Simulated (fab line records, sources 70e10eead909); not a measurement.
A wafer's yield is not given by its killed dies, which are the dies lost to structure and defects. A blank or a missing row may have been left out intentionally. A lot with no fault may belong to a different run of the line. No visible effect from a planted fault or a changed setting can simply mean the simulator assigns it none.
fab line records / flow nandHarc / part 2 of 2: steps 5 to 6 of 6
record: lots: 23 wafers: 69 lastDay: 24
route steps=1159 shown A_CHANNEL_HOLE_D1@472 A_CHANNEL_FILL_D1@507 A_STAIRCASE@548
lots that met no fault: from a run of the same line without faults
startH: the number of hours between the record's first day and the start of the first shown wafer of the lot / waitH: hours elapsed since this lot's preceding step / " same as the row above / L1.1+2: several wafers, shown together as one row / - either no value or no given start / * or withheld: withheld / < > ~ a bound
route shown NAME@n: NAME is a module with steps in the file, n the number in the route of the first one / usual: mean/standard deviation taken from wafers without a fault / same: alike in all rows / chamber/n: place in a boat / sites: each site's reading / _std_site: standard deviation of those values / _edge_site: inner sites' mean taken away from outer sites' mean / radiusMm: for every site, how far away it sits from the centre of the wafer / mask NAME#n: copy n / behind: the tool/chamber that last shaped the wafer / hold: cause of the lot's hold/its duration in hours/its outcome / device: which transistor (n, p or np) failed to switch / end of line: the same wafers' tests at the end of the route / a step without rows: its recipe alone / killed: not the wafer's yield, but the dies lost to structure and defects at the first sort / map: per-die view of a wafer (x killed, . not killed, _ where there is no die)
set.NAME: setting as actually run; set.NAME@STEP: the setting as run at that earlier step / model.NAME: the simulator's own value behind a step, which no gauge read
a sample of lots followed through the steps of the route, with each step as a table and each wafer as a row
services: the hour from which a tool's chamber was out of use, counted from the record's first day as startH (under 0 if before that day), plus the number of hours and why
== steps ==
step: NHARC_A_STAIRCASE_TRIM_12
recipe: timeS: 211.2 o2FlowSccm: 500 arFlowSccm: 0 biasW: 0 chemistry: O2
usual: drypumpMotorCurrentA: 5.6/0.51 oesProductAu: 1.003/0.0067 rfVppV: 57.7/0.95 showerheadPlenumPTorr: 3.49/0.16 throttleValvePct: 17.036/0.008
lot.wafer=L074.2 tool=rieDiel-11 chamber=0 startH=234.36 waitH=0.2 drypumpMotorCurrentA=5.1 oesProductAu=1.016 rfHoursCounterH=19 rfVppV=57.8 showerheadPlenumPTorr=3.31 throttleValvePct=17.029
lot.wafer=L074.4 tool=rieDiel-11 chamber=3 startH=234.36 waitH=0.2 drypumpMotorCurrentA=6.0 oesProductAu=1.002 rfHoursCounterH=21 rfVppV=57.9 showerheadPlenumPTorr=3.76 throttleValvePct=17.033
lot.wafer=L074.6 tool=rieDiel-11 chamber=0 startH=234.36 waitH=0.2 drypumpMotorCurrentA=5.0 oesProductAu=1.012 rfHoursCounterH=- rfVppV=56.2 showerheadPlenumPTorr=3.31 throttleValvePct=17.026
lot.wafer=L076.2 tool=rieDiel-04 chamber=1 startH=245.87 waitH=0.1 drypumpMotorCurrentA=6.2 oesProductAu=1.011 rfHoursCounterH=44 rfVppV=56.4 showerheadPlenumPTorr=3.41 throttleValvePct=17.029
lot.wafer=L076.3 tool=rieDiel-04 chamber=2 startH=245.87 waitH=0.1 drypumpMotorCurrentA=5.7 oesProductAu=1.002 rfHoursCounterH=48 rfVppV=57.3 showerheadPlenumPTorr=3.46 throttleValvePct=17.043
lot.wafer=L076.5 tool=rieDiel-04 chamber=1 startH=245.87 waitH=0.1 drypumpMotorCurrentA=6.2 oesProductAu=1.005 rfHoursCounterH=- rfVppV=58.5 showerheadPlenumPTorr=3.41 throttleValvePct=17.017
lot.wafer=L075.1 tool=rieDiel-11 chamber=0 startH=246.47 waitH=0.4 drypumpMotorCurrentA=5.1 oesProductAu=1.013 rfHoursCounterH=23 rfVppV=57.4 showerheadPlenumPTorr=3.31 throttleValvePct=17.044
lot.wafer=L075.3 tool=rieDiel-11 chamber=2 startH=246.47 waitH=0.4 drypumpMotorCurrentA=4.8 oesProductAu=0.997 rfHoursCounterH=23 rfVppV=58.7 showerheadPlenumPTorr=3.70 throttleValvePct=17.035
lot.wafer=L075.6 tool=rieDiel-11 chamber=0 startH=246.47 waitH=0.4 drypumpMotorCurrentA=5.1 oesProductAu=1.000 rfHoursCounterH=- rfVppV=57.9 showerheadPlenumPTorr=3.31 throttleValvePct=17.021
lot.wafer=L078.3 tool=rieDiel-11 chamber=1 startH=258.26 waitH=0.1 drypumpMotorCurrentA=6.4 oesProductAu=0.997 rfHoursCounterH=27 rfVppV=55.9 showerheadPlenumPTorr=3.36 throttleValvePct=17.045
lot.wafer=L078.6 tool=rieDiel-11 chamber=1 startH=258.26 waitH=0.1 drypumpMotorCurrentA=6.4 oesProductAu=0.998 rfHoursCounterH=- rfVppV=58.1 showerheadPlenumPTorr=3.36 throttleValvePct=17.023
lot.wafer=L078.5 tool=rieDiel-11 chamber=2 startH=258.26 waitH=0.1 drypumpMotorCurrentA=4.8 oesProductAu=0.999 rfHoursCounterH=- rfVppV=59.2 showerheadPlenumPTorr=3.70 throttleValvePct=17.027
lot.wafer=L077.3 tool=rieDiel-04 chamber=3 startH=258.47 waitH=0.1 drypumpMotorCurrentA=5.3 oesProductAu=0.999 rfHoursCounterH=51 rfVppV=57.5 showerheadPlenumPTorr=3.66 throttleValvePct=17.039
lot.wafer=L077.1 tool=rieDiel-04 chamber=0 startH=258.47 waitH=0.1 drypumpMotorCurrentA=5.0 oesProductAu=1.004 rfHoursCounterH=24 rfVppV=59.3 showerheadPlenumPTorr=3.33 throttleValvePct=17.050
lot.wafer=L077.5 tool=rieDiel-04 chamber=0 startH=258.47 waitH=0.1 drypumpMotorCurrentA=5.0 oesProductAu=1.007 rfHoursCounterH=- rfVppV=58.5 showerheadPlenumPTorr=3.33 throttleValvePct=17.034
lot.wafer=L079.3 tool=rieDiel-11 chamber=2 startH=267.27 waitH=0.1 drypumpMotorCurrentA=4.8 oesProductAu=1.002 rfHoursCounterH=30 rfVppV=57.9 showerheadPlenumPTorr=3.69 throttleValvePct=17.034
lot.wafer=L079.1 tool=rieDiel-11 chamber=0 startH=267.27 waitH=0.1 drypumpMotorCurrentA=5.1 oesProductAu=1.001 rfHoursCounterH=29 rfVppV=56.0 showerheadPlenumPTorr=3.30 throttleValvePct=17.032
lot.wafer=L079.2 tool=rieDiel-11 chamber=1 startH=267.27 waitH=0.1 drypumpMotorCurrentA=6.4 oesProductAu=1.004 rfHoursCounterH=30 rfVppV=57.1 showerheadPlenumPTorr=3.36 throttleValvePct=17.035
lot.wafer=L081.4 tool=rieDiel-04 chamber=3 startH=272.32 waitH=0.1 drypumpMotorCurrentA=5.3 oesProductAu=1.006 rfHoursCounterH=55 rfVppV=56.5 showerheadPlenumPTorr=3.66 throttleValvePct=17.027
lot.wafer=L081.5 tool=rieDiel-04 chamber=1 startH=272.32 waitH=0.1 drypumpMotorCurrentA=6.1 oesProductAu=0.992 rfHoursCounterH=- rfVppV=56.9 showerheadPlenumPTorr=3.40 throttleValvePct=17.041
lot.wafer=L081.6 tool=rieDiel-04 chamber=2 startH=272.32 waitH=0.1 drypumpMotorCurrentA=5.7 oesProductAu=0.995 rfHoursCounterH=- rfVppV=58.7 showerheadPlenumPTorr=3.45 throttleValvePct=17.033
lot.wafer=L080.1 tool=rieDiel-11 chamber=2 startH=272.50 waitH=0.1 drypumpMotorCurrentA=4.8 oesProductAu=1.003 rfHoursCounterH=31 rfVppV=59.5 showerheadPlenumPTorr=3.69 throttleValvePct=17.036
lot.wafer=L080.6 tool=rieDiel-11 chamber=3 startH=272.50 waitH=0.1 drypumpMotorCurrentA=6.0 oesProductAu=1.008 rfHoursCounterH=- rfVppV=59.1 showerheadPlenumPTorr=3.75 throttleValvePct=17.047
lot.wafer=L080.5 tool=rieDiel-11 chamber=0 startH=272.50 waitH=0.1 drypumpMotorCurrentA=5.1 oesProductAu=1.004 rfHoursCounterH=- rfVppV=58.1 showerheadPlenumPTorr=3.30 throttleValvePct=17.047
lot.wafer=L083.2 tool=rieDiel-12 chamber=3 startH=292.59 waitH=0.1 drypumpMotorCurrentA=6.0 oesProductAu=0.997 rfHoursCounterH=26 rfVppV=59.0 showerheadPlenumPTorr=3.66 throttleValvePct=17.035
lot.wafer=L083.3 tool=rieDiel-12 chamber=0 startH=292.59 waitH=0.1 drypumpMotorCurrentA=5.8 oesProductAu=1.007 rfHoursCounterH=25 rfVppV=58.0 showerheadPlenumPTorr=3.52 throttleValvePct=17.043
lot.wafer=L083.4 tool=rieDiel-12 chamber=1 startH=292.59 waitH=0.1 drypumpMotorCurrentA=5.0 oesProductAu=0.997 rfHoursCounterH=24 rfVppV=57.1 showerheadPlenumPTorr=3.36 throttleValvePct=17.033
lot.wafer=L082.3 tool=rieDiel-12 chamber=3 startH=292.80 waitH=0.1 drypumpMotorCurrentA=6.0 oesProductAu=0.991 rfHoursCounterH=26 rfVppV=58.3 showerheadPlenumPTorr=3.66 throttleValvePct=17.037
lot.wafer=L082.4 tool=rieDiel-12 chamber=0 startH=292.80 waitH=0.1 drypumpMotorCurrentA=5.7 oesProductAu=0.991 rfHoursCounterH=25 rfVppV=56.7 showerheadPlenumPTorr=3.52 throttleValvePct=17.046
lot.wafer=L082.6 tool=rieDiel-12 chamber=2 startH=292.80 waitH=0.1 drypumpMotorCurrentA=5.9 oesProductAu=1.008 rfHoursCounterH=- rfVppV=58.0 showerheadPlenumPTorr=3.52 throttleValvePct=17.030
lot.wafer=L085.1 tool=rieDiel-11 chamber=1 startH=306.37 waitH=0.1 drypumpMotorCurrentA=6.4 oesProductAu=1.009 rfHoursCounterH=45 rfVppV=57.3 showerheadPlenumPTorr=3.36 throttleValvePct=17.032
lot.wafer=L085.3 tool=rieDiel-11 chamber=2 startH=306.37 waitH=0.1 drypumpMotorCurrentA=4.8 oesProductAu=1.002 rfHoursCounterH=44 rfVppV=58.8 showerheadPlenumPTorr=3.69 throttleValvePct=17.048
lot.wafer=L085.5 tool=rieDiel-11 chamber=0 startH=306.37 waitH=0.1 drypumpMotorCurrentA=5.1 oesProductAu=1.009 rfHoursCounterH=- rfVppV=56.4 showerheadPlenumPTorr=3.30 throttleValvePct=17.047
lot.wafer=L087.2 tool=rieDiel-04 chamber=1 startH=315.47 waitH=0.1 drypumpMotorCurrentA=6.2 oesProductAu=1.011 rfHoursCounterH=2 rfVppV=57.2 showerheadPlenumPTorr=3.40 throttleValvePct=17.042
lot.wafer=L087.3 tool=rieDiel-04 chamber=3 startH=315.47 waitH=0.1 drypumpMotorCurrentA=5.3 oesProductAu=1.011 rfHoursCounterH=7 rfVppV=58.7 showerheadPlenumPTorr=3.65 throttleValvePct=17.020
lot.wafer=L087.5 tool=rieDiel-04 chamber=1 startH=315.47 waitH=0.1 drypumpMotorCurrentA=6.2 oesProductAu=1.010 rfHoursCounterH=- rfVppV=58.2 showerheadPlenumPTorr=3.40 throttleValvePct=17.034
lot.wafer=L086.3 tool=rieDiel-11 chamber=3 startH=316.04 waitH=0.1 drypumpMotorCurrentA=5.9 oesProductAu=1.002 rfHoursCounterH=46 rfVppV=58.4 showerheadPlenumPTorr=3.74 throttleValvePct=17.045
lot.wafer=L086.1 tool=rieDiel-11 chamber=1 startH=316.04 waitH=0.1 drypumpMotorCurrentA=6.4 oesProductAu=1.010 rfHoursCounterH=50 rfVppV=58.2 showerheadPlenumPTorr=3.35 throttleValvePct=17.044
lot.wafer=L086.5 tool=rieDiel-11 chamber=3 startH=316.04 waitH=0.1 drypumpMotorCurrentA=5.9 oesProductAu=1.008 rfHoursCounterH=- rfVppV=59.0 showerheadPlenumPTorr=3.74 throttleValvePct=17.034
lot.wafer=L089.4 tool=rieDiel-11 chamber=3 startH=323.59 waitH=0.1 drypumpMotorCurrentA=5.9 oesProductAu=1.005 rfHoursCounterH=49 rfVppV=57.6 showerheadPlenumPTorr=3.74 throttleValvePct=17.020
lot.wafer=L089.3 tool=rieDiel-11 chamber=0 startH=323.59 waitH=0.1 drypumpMotorCurrentA=5.1 oesProductAu=1.010 rfHoursCounterH=50 rfVppV=56.0 showerheadPlenumPTorr=3.29 throttleValvePct=17.031
lot.wafer=L089.5 tool=rieDiel-11 chamber=3 startH=323.59 waitH=0.1 drypumpMotorCurrentA=6.0 oesProductAu=0.996 rfHoursCounterH=- rfVppV=57.9 showerheadPlenumPTorr=3.74 throttleValvePct=17.033
lot.wafer=L084.4 tool=rieDiel-04 chamber=1 startH=323.86 waitH=0.1 drypumpMotorCurrentA=6.2 oesProductAu=1.008 rfHoursCounterH=6 rfVppV=56.8 showerheadPlenumPTorr=3.40 throttleValvePct=17.028
lot.wafer=L084.2 tool=rieDiel-04 chamber=3 startH=323.86 waitH=0.1 drypumpMotorCurrentA=5.3 oesProductAu=1.001 rfHoursCounterH=12 rfVppV=59.1 showerheadPlenumPTorr=3.65 throttleValvePct=17.036
lot.wafer=L084.3 tool=rieDiel-04 chamber=0 startH=323.86 waitH=0.1 drypumpMotorCurrentA=5.0 oesProductAu=1.009 rfHoursCounterH=11 rfVppV=59.0 showerheadPlenumPTorr=3.32 throttleValvePct=17.037
lot.wafer=L088.1 tool=rieDiel-12 chamber=0 startH=328.63 waitH=0.1 drypumpMotorCurrentA=5.7 oesProductAu=1.009 rfHoursCounterH=38 rfVppV=58.2 showerheadPlenumPTorr=3.51 throttleValvePct=17.026
lot.wafer=L088.3 tool=rieDiel-12 chamber=2 startH=328.63 waitH=0.1 drypumpMotorCurrentA=5.7 oesProductAu=0.998 rfHoursCounterH=38 rfVppV=57.4 showerheadPlenumPTorr=3.52 throttleValvePct=17.035
lot.wafer=L088.6 tool=rieDiel-12 chamber=0 startH=328.63 waitH=0.1 drypumpMotorCurrentA=5.7 oesProductAu=1.008 rfHoursCounterH=- rfVppV=56.8 showerheadPlenumPTorr=3.51 throttleValvePct=17.037
lot.wafer=L090.3 tool=rieDiel-11 chamber=0 startH=334.83 waitH=0.5 drypumpMotorCurrentA=5.1 oesProductAu=1.012 rfHoursCounterH=54 rfVppV=57.0 showerheadPlenumPTorr=3.29 throttleValvePct=17.024
lot.wafer=L090.1 tool=rieDiel-11 chamber=1 startH=334.83 waitH=0.5 drypumpMotorCurrentA=6.4 oesProductAu=1.008 rfHoursCounterH=58 rfVppV=57.7 showerheadPlenumPTorr=3.35 throttleValvePct=17.016
lot.wafer=L090.2 tool=rieDiel-11 chamber=3 startH=334.83 waitH=0.5 drypumpMotorCurrentA=5.9 oesProductAu=1.005 rfHoursCounterH=54 rfVppV=58.4 showerheadPlenumPTorr=3.74 throttleValvePct=17.022
lot.wafer=L093.2 tool=rieDiel-12 chamber=1 startH=345.84 waitH=0.1 drypumpMotorCurrentA=5.0 oesProductAu=0.993 rfHoursCounterH=44 rfVppV=56.5 showerheadPlenumPTorr=3.35 throttleValvePct=17.028
lot.wafer=L093.3 tool=rieDiel-12 chamber=2 startH=345.84 waitH=0.1 drypumpMotorCurrentA=5.8 oesProductAu=0.997 rfHoursCounterH=44 rfVppV=57.3 showerheadPlenumPTorr=3.51 throttleValvePct=17.042
lot.wafer=L093.6 tool=rieDiel-12 chamber=1 startH=345.84 waitH=0.1 drypumpMotorCurrentA=5.0 oesProductAu=0.998 rfHoursCounterH=- rfVppV=57.6 showerheadPlenumPTorr=3.35 throttleValvePct=17.035
lot.wafer=L091.4 tool=rieDiel-12 chamber=1 startH=346.18 waitH=0.1 drypumpMotorCurrentA=5.0 oesProductAu=0.995 rfHoursCounterH=44 rfVppV=56.1 showerheadPlenumPTorr=3.35 throttleValvePct=17.050
lot.wafer=L091.5 tool=rieDiel-12 chamber=0 startH=346.18 waitH=0.1 drypumpMotorCurrentA=5.8 oesProductAu=1.008 rfHoursCounterH=- rfVppV=56.2 showerheadPlenumPTorr=3.51 throttleValvePct=17.051
lot.wafer=L091.6 tool=rieDiel-12 chamber=1 startH=346.18 waitH=0.1 drypumpMotorCurrentA=5.0 oesProductAu=1.005 rfHoursCounterH=- rfVppV=57.9 showerheadPlenumPTorr=3.35 throttleValvePct=17.035
lot.wafer=L094.1 tool=rieDiel-04 chamber=1 startH=346.35 waitH=0.1 drypumpMotorCurrentA=6.2 oesProductAu=1.012 rfHoursCounterH=13 rfVppV=57.4 showerheadPlenumPTorr=3.39 throttleValvePct=17.039
lot.wafer=L094.3 tool=rieDiel-04 chamber=2 startH=346.35 waitH=0.1 drypumpMotorCurrentA=5.7 oesProductAu=1.006 rfHoursCounterH=18 rfVppV=58.5 showerheadPlenumPTorr=3.44 throttleValvePct=17.036
lot.wafer=L094.5 tool=rieDiel-04 chamber=1 startH=346.35 waitH=0.1 drypumpMotorCurrentA=6.2 oesProductAu=0.998 rfHoursCounterH=- rfVppV=56.8 showerheadPlenumPTorr=3.39 throttleValvePct=17.024
lot.wafer=L092.1 tool=rieDiel-04 chamber=0 startH=353.40 waitH=0.1 drypumpMotorCurrentA=5.1 oesProductAu=0.999 rfHoursCounterH=21 rfVppV=57.9 showerheadPlenumPTorr=3.31 throttleValvePct=17.041
lot.wafer=L092.2 tool=rieDiel-04 chamber=2 startH=353.40 waitH=0.1 drypumpMotorCurrentA=5.7 oesProductAu=1.002 rfHoursCounterH=21 rfVppV=58.5 showerheadPlenumPTorr=3.44 throttleValvePct=17.046
lot.wafer=L092.6 tool=rieDiel-04 chamber=0 startH=353.40 waitH=0.1 drypumpMotorCurrentA=5.0 oesProductAu=0.993 rfHoursCounterH=- rfVppV=58.8 showerheadPlenumPTorr=3.31 throttleValvePct=17.033
lot.wafer=L096.1 tool=rieDiel-04 chamber=3 startH=365.64 waitH=0.1 drypumpMotorCurrentA=5.3 oesProductAu=0.991 rfHoursCounterH=25 rfVppV=58.8 showerheadPlenumPTorr=3.64 throttleValvePct=17.030
lot.wafer=L096.3 tool=rieDiel-04 chamber=0 startH=365.64 waitH=0.1 drypumpMotorCurrentA=5.0 oesProductAu=1.007 rfHoursCounterH=24 rfVppV=57.1 showerheadPlenumPTorr=3.31 throttleValvePct=17.033
lot.wafer=L096.4 tool=rieDiel-04 chamber=3 startH=365.64 waitH=0.1 drypumpMotorCurrentA=5.3 oesProductAu=0.993 rfHoursCounterH=- rfVppV=58.1 showerheadPlenumPTorr=3.64 throttleValvePct=17.032
lot.wafer=L095.4 tool=rieDiel-04 chamber=1 startH=376.81 waitH=0.1 drypumpMotorCurrentA=6.2 oesProductAu=1.004 rfHoursCounterH=24 rfVppV=57.5 showerheadPlenumPTorr=3.39 throttleValvePct=17.030
lot.wafer=L095.3 tool=rieDiel-04 chamber=2 startH=376.81 waitH=0.1 drypumpMotorCurrentA=5.7 oesProductAu=0.991 rfHoursCounterH=29 rfVppV=58.5 showerheadPlenumPTorr=3.44 throttleValvePct=17.031
lot.wafer=L095.2 tool=rieDiel-04 chamber=3 startH=376.81 waitH=0.1 drypumpMotorCurrentA=5.3 oesProductAu=0.997 rfHoursCounterH=30 rfVppV=59.6 showerheadPlenumPTorr=3.64 throttleValvePct=17.033
step: NHARC_A_STAIRCASE_ETCH_23
recipe: targetDepthA: 1000 timeS: 40.5 ionEnergyEv: 400 c4f8FlowSccm: 20 o2FlowSccm: 10 arFlowSccm: withheld rfW: 600 biasW: 1000 chemistry: C4F8/O2
usual: oesProductAu: 0.944/0.013 rfVppV: 894/5.3
lot.wafer=L074.4 tool=rieDiel-11 chamber=3 startH=- waitH=- oesProductAu=0.938 rfHoursCounterH=21 rfVppV=906
lot.wafer=L074.2 tool=rieDiel-11 chamber=0 startH=- waitH=- oesProductAu=0.955 rfHoursCounterH=20 rfVppV=889
lot.wafer=L074.6 tool=rieDiel-11 chamber=0 startH=- waitH=- oesProductAu=0.942 rfHoursCounterH=- rfVppV=888
lot.wafer=L076.2 tool=rieDiel-11 chamber=3 startH=- waitH=- oesProductAu=0.934 rfHoursCounterH=25 rfVppV=904
lot.wafer=L076.3 tool=rieDiel-11 chamber=1 startH=- waitH=- oesProductAu=0.955 rfHoursCounterH=23 rfVppV=891
lot.wafer=L076.5 tool=rieDiel-11 chamber=0 startH=- waitH=- oesProductAu=0.955 rfHoursCounterH=- rfVppV=888
lot.wafer=L075.1 tool=rieDiel-04 chamber=0 startH=- waitH=- oesProductAu=0.980 rfHoursCounterH=21 rfVppV=888
lot.wafer=L075.3 tool=rieDiel-04 chamber=1 startH=- waitH=- oesProductAu=0.935 rfHoursCounterH=46 rfVppV=892
lot.wafer=L075.6 tool=rieDiel-04 chamber=0 startH=- waitH=- oesProductAu=0.974 rfHoursCounterH=- rfVppV=890
lot.wafer=L078.3 tool=rieDiel-11 chamber=3 startH=- waitH=- oesProductAu=0.951 rfHoursCounterH=28 rfVppV=903
lot.wafer=L078.5 tool=rieDiel-11 chamber=1 startH=- waitH=- oesProductAu=0.946 rfHoursCounterH=- rfVppV=890
lot.wafer=L078.6 tool=rieDiel-11 chamber=2 startH=- waitH=- oesProductAu=0.955 rfHoursCounterH=- rfVppV=901
lot.wafer=L077.1 tool=rieDiel-04 chamber=0 startH=- waitH=- oesProductAu=0.949 rfHoursCounterH=25 rfVppV=890
lot.wafer=L077.3 tool=rieDiel-04 chamber=3 startH=- waitH=- oesProductAu=0.942 rfHoursCounterH=52 rfVppV=901
lot.wafer=L077.5 tool=rieDiel-04 chamber=0 startH=- waitH=- oesProductAu=0.952 rfHoursCounterH=- rfVppV=887
lot.wafer=L079.2 tool=rieDiel-11 chamber=2 startH=- waitH=- oesProductAu=0.940 rfHoursCounterH=30 rfVppV=902
lot.wafer=L079.1 tool=rieDiel-11 chamber=3 startH=- waitH=- oesProductAu=0.936 rfHoursCounterH=31 rfVppV=904
lot.wafer=L079.3 tool=rieDiel-11 chamber=0 startH=- waitH=- oesProductAu=0.952 rfHoursCounterH=29 rfVppV=887
lot.wafer=L081.4 tool=rieDiel-04 chamber=3 startH=- waitH=- oesProductAu=0.955 rfHoursCounterH=57 rfVppV=901
lot.wafer=L081.5 tool=rieDiel-04 chamber=0 startH=- waitH=- oesProductAu=0.967 rfHoursCounterH=- rfVppV=889
lot.wafer=L081.6 tool=rieDiel-04 chamber=1 startH=- waitH=- oesProductAu=0.937 rfHoursCounterH=- rfVppV=890
lot.wafer=L080.1 tool=rieDiel-11 chamber=0 startH=- waitH=- oesProductAu=0.928 rfHoursCounterH=32 rfVppV=888
lot.wafer=L080.5 tool=rieDiel-11 chamber=3 startH=- waitH=- oesProductAu=0.938 rfHoursCounterH=- rfVppV=903
lot.wafer=L080.6 tool=rieDiel-11 chamber=0 startH=- waitH=- oesProductAu=0.930 rfHoursCounterH=- rfVppV=888
lot.wafer=L083.2 tool=rieDiel-12 chamber=3 startH=- waitH=- oesProductAu=0.932 rfHoursCounterH=28 rfVppV=901
lot.wafer=L083.3 tool=rieDiel-12 chamber=0 startH=- waitH=- oesProductAu=0.935 rfHoursCounterH=26 rfVppV=896
lot.wafer=L083.4 tool=rieDiel-12 chamber=1 startH=- waitH=- oesProductAu=0.929 rfHoursCounterH=25 rfVppV=890
lot.wafer=L082.4 tool=rieDiel-11 chamber=0 startH=- waitH=- oesProductAu=0.967 rfHoursCounterH=39 rfVppV=888
lot.wafer=L082.3 tool=rieDiel-11 chamber=3 startH=- waitH=- oesProductAu=0.936 rfHoursCounterH=40 rfVppV=903
lot.wafer=L082.6 tool=rieDiel-11 chamber=1 startH=- waitH=- oesProductAu=0.963 rfHoursCounterH=- rfVppV=890
lot.wafer=L085.1 tool=rieDiel-04 chamber=3 startH=- waitH=- oesProductAu=0.959 rfHoursCounterH=4 rfVppV=901
lot.wafer=L085.3 tool=rieDiel-04 chamber=0 startH=- waitH=- oesProductAu=0.953 rfHoursCounterH=4 rfVppV=889
lot.wafer=L085.5 tool=rieDiel-04 chamber=3 startH=- waitH=- oesProductAu=0.963 rfHoursCounterH=- rfVppV=902
lot.wafer=L087.3 tool=rieDiel-12 chamber=2 startH=- waitH=- oesProductAu=0.951 rfHoursCounterH=33 rfVppV=896
lot.wafer=L087.2 tool=rieDiel-12 chamber=0 startH=- waitH=- oesProductAu=0.959 rfHoursCounterH=34 rfVppV=897
lot.wafer=L087.5 tool=rieDiel-12 chamber=2 startH=- waitH=- oesProductAu=0.941 rfHoursCounterH=- rfVppV=895
lot.wafer=L086.3 tool=rieDiel-04 chamber=3 startH=- waitH=- oesProductAu=0.953 rfHoursCounterH=8 rfVppV=900
lot.wafer=L086.1 tool=rieDiel-04 chamber=1 startH=- waitH=- oesProductAu=0.951 rfHoursCounterH=3 rfVppV=891
lot.wafer=L086.5 tool=rieDiel-04 chamber=3 startH=- waitH=- oesProductAu=0.951 rfHoursCounterH=- rfVppV=898
lot.wafer=L089.4 tool=rieDiel-12 chamber=0 startH=- waitH=- oesProductAu=0.933 rfHoursCounterH=38 rfVppV=896
lot.wafer=L089.3 tool=rieDiel-12 chamber=1 startH=- waitH=- oesProductAu=0.929 rfHoursCounterH=36 rfVppV=889
lot.wafer=L089.5 tool=rieDiel-12 chamber=2 startH=- waitH=- oesProductAu=0.928 rfHoursCounterH=- rfVppV=896
lot.wafer=L084.4 tool=rieDiel-12 chamber=2 startH=- waitH=- oesProductAu=0.923 rfHoursCounterH=37 rfVppV=895
lot.wafer=L084.3 tool=rieDiel-12 chamber=3 startH=- waitH=- oesProductAu=0.923 rfHoursCounterH=39 rfVppV=901
lot.wafer=L084.2 tool=rieDiel-12 chamber=1 startH=- waitH=- oesProductAu=0.913 rfHoursCounterH=36 rfVppV=890
lot.wafer=L088.1 tool=rieDiel-12 chamber=2 startH=- waitH=- oesProductAu=0.936 rfHoursCounterH=39 rfVppV=896
lot.wafer=L088.3 tool=rieDiel-12 chamber=3 startH=- waitH=- oesProductAu=0.936 rfHoursCounterH=40 rfVppV=900
lot.wafer=L088.6 tool=rieDiel-12 chamber=2 startH=- waitH=- oesProductAu=0.941 rfHoursCounterH=- rfVppV=897
lot.wafer=L090.1 tool=rieDiel-04 chamber=3 startH=- waitH=- oesProductAu=0.959 rfHoursCounterH=16 rfVppV=902
lot.wafer=L090.2 tool=rieDiel-04 chamber=0 startH=- waitH=- oesProductAu=0.954 rfHoursCounterH=16 rfVppV=888
lot.wafer=L090.3 tool=rieDiel-04 chamber=2 startH=- waitH=- oesProductAu=0.955 rfHoursCounterH=14 rfVppV=892
lot.wafer=L093.2 tool=rieDiel-04 chamber=0 startH=- waitH=- oesProductAu=0.919 rfHoursCounterH=19 rfVppV=887
lot.wafer=L093.3 tool=rieDiel-04 chamber=1 startH=- waitH=- oesProductAu=0.922 rfHoursCounterH=14 rfVppV=893
lot.wafer=L093.6 tool=rieDiel-04 chamber=0 startH=- waitH=- oesProductAu=0.926 rfHoursCounterH=- rfVppV=889
lot.wafer=L094.1 tool=rieDiel-04 chamber=2 startH=- waitH=- oesProductAu=0.927 rfHoursCounterH=19 rfVppV=892
lot.wafer=L094.3 tool=rieDiel-04 chamber=3 startH=- waitH=- oesProductAu=0.940 rfHoursCounterH=20 rfVppV=900
lot.wafer=L094.5 tool=rieDiel-04 chamber=2 startH=- waitH=- oesProductAu=0.934 rfHoursCounterH=- rfVppV=892
lot.wafer=L091.4 tool=rieDiel-12 chamber=1 startH=- waitH=- oesProductAu=0.936 rfHoursCounterH=46 rfVppV=888
lot.wafer=L091.6 tool=rieDiel-12 chamber=0 startH=- waitH=- oesProductAu=0.963 rfHoursCounterH=- rfVppV=894
lot.wafer=L091.5 tool=rieDiel-12 chamber=1 startH=- waitH=- oesProductAu=0.936 rfHoursCounterH=- rfVppV=890
lot.wafer=L092.1 tool=rieDiel-04 chamber=3 startH=- waitH=- oesProductAu=0.952 rfHoursCounterH=23 rfVppV=900
lot.wafer=L092.2 tool=rieDiel-04 chamber=0 startH=- waitH=- oesProductAu=0.944 rfHoursCounterH=22 rfVppV=888
lot.wafer=L092.6 tool=rieDiel-04 chamber=2 startH=- waitH=- oesProductAu=0.945 rfHoursCounterH=- rfVppV=894
lot.wafer=L096.1 tool=rieDiel-04 chamber=3 startH=- waitH=- oesProductAu=0.941 rfHoursCounterH=26 rfVppV=900
lot.wafer=L096.3 tool=rieDiel-04 chamber=0 startH=- waitH=- oesProductAu=0.955 rfHoursCounterH=25 rfVppV=888
lot.wafer=L096.4 tool=rieDiel-04 chamber=0 startH=- waitH=- oesProductAu=0.944 rfHoursCounterH=- rfVppV=888
lot.wafer=L095.4 tool=rieDiel-04 chamber=3 startH=- waitH=- oesProductAu=0.933 rfHoursCounterH=33 rfVppV=899
lot.wafer=L095.3 tool=rieDiel-04 chamber=0 startH=- waitH=- oesProductAu=0.932 rfHoursCounterH=30 rfVppV=888
lot.wafer=L095.2 tool=rieDiel-04 chamber=1 startH=- waitH=- oesProductAu=0.939 rfHoursCounterH=27 rfVppV=891
== services ==
tool=aldHk-03 chamber=- startH=144.35 hours=10.0 kind=pm
tool=rieDiel-04 chamber=0 startH=145.44 hours=- kind=clean
tool=rieDiel-04 chamber=1 startH=145.44 hours=- kind=clean
tool=rieDiel-04 chamber=2 startH=145.44 hours=- kind=clean
tool=rieDiel-04 chamber=3 startH=145.44 hours=- kind=clean
tool=rieDiel-04 chamber=1 startH=147.89 hours=6.8 kind=repair
tool=rieDiel-04 chamber=0 startH=169.94 hours=- kind=clean
tool=rieDiel-04 chamber=1 startH=169.94 hours=- kind=clean
tool=rieDiel-04 chamber=2 startH=169.94 hours=- kind=clean
tool=rieDiel-04 chamber=3 startH=169.94 hours=- kind=clean
tool=rieDiel-04 chamber=- startH=189.46 hours=1.0 kind=repair
tool=rieDiel-11 chamber=- startH=189.82 hours=9.0 kind=pm
tool=aldHk-04 chamber=- startH=193.32 hours=10.0 kind=pm
tool=rieDiel-12 chamber=- startH=202.53 hours=9.0 kind=pm
tool=rieDiel-11 chamber=2 startH=216.06 hours=3.2 kind=repair
tool=rieDiel-04 chamber=- startH=222.71 hours=1.2 kind=repair
tool=rieDiel-04 chamber=- startH=288.90 hours=9.0 kind=pm
tool=rtpAnneal-02 chamber=- startH=300.00 hours=12.0 kind=pm
tool=harEtch-01 chamber=- startH=305.00 hours=17.0 kind=pm
tool=rieDiel-04 chamber=2 startH=362.65 hours=7.9 kind=repair
tool=rieDiel-11 chamber=2 startH=363.14 hours=3.9 kind=repair
tool=rieDiel-11 chamber=- startH=366.82 hours=9.0 kind=pm
tool=aldHk-04 chamber=- startH=371.32 hours=10.0 kind=pm
tool=rieDiel-12 chamber=- startH=379.69 hours=9.0 kind=pm
